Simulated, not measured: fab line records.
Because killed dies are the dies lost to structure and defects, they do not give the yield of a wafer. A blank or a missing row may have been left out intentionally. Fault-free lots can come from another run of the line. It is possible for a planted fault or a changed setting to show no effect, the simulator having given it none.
Matching of chambers :: flow n5 finfet :: N5_BEOL_M0_STRIP_142 on rie diel-01: 4 sister chambers
The step strips in N2/H2, time 10 s. 4 wafers are shown with their chamber, then 11 later ones without.

== WAFERS WITH THEIR CHAMBER ==
wafer: L079.5
chamber: 0
showerhead plenum p Torr (Torr): 2.47

wafer: L086.2
chamber: 3
showerhead plenum p Torr (Torr): 2.50

wafer: L086.3
chamber: 2
showerhead plenum p Torr (Torr): 2.54

wafer: L090.3
chamber: 1
showerhead plenum p Torr (Torr): 2.67

== WAFERS WHOSE CHAMBER IS MISSING ==
wafer: L090.4
showerhead plenum p Torr (Torr): 2.54

wafer: L090.6
showerhead plenum p Torr (Torr): 2.67

wafer: L093.2
showerhead plenum p Torr (Torr): 2.54

wafer: L093.3
showerhead plenum p Torr (Torr): 2.45

wafer: L093.6
showerhead plenum p Torr (Torr): 2.67

wafer: L095.1
showerhead plenum p Torr (Torr): 2.45

wafer: L095.2
showerhead plenum p Torr (Torr): 2.49

wafer: L095.6
showerhead plenum p Torr (Torr): 2.45

wafer: L097.4
showerhead plenum p Torr (Torr): 2.45

wafer: L097.5
showerhead plenum p Torr (Torr): 2.66

wafer: L097.6
showerhead plenum p Torr (Torr): 2.53

== WHICH CHAMBER EACH WENT THROUGH ==
wafer: L090.4
from the rows above: 2
in truth: 2

wafer: L090.6
from the rows above: 1
in truth: 1

wafer: L093.2
from the rows above: 2
in truth: 2

wafer: L093.3
from the rows above: 0
in truth: 0

wafer: L093.6
from the rows above: 1
in truth: 1

wafer: L095.1
from the rows above: 0
in truth: 0

wafer: L095.2
from the rows above: can't be placed: 3 or 0
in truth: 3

wafer: L095.6
from the rows above: 0
in truth: 0

wafer: L097.4
from the rows above: 0
in truth: 0

wafer: L097.5
from the rows above: 1
in truth: 1

wafer: L097.6
from the rows above: can't be placed: 2 or 3
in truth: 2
9 of 11 placed correctly. From these rows, 2 cannot be placed; in 2 the true chamber is one of the candidates. Number placed wrongly: 0.
How it was worked out, from the rows above alone: a wafer's distance from a chamber is the root of the sum, over the readings, of the square of ((its reading less the chamber's mean) divided by the reading's scatter). The wafer belongs to the nearest chamber; if the next one is less than 2 further off, it can't be placed. For every chamber, the mean is computed from those of its wafers that are shown. The scatter: root of mean squared gap, hidden wafer to nearest shown wafer, with one shown wafer a chamber.
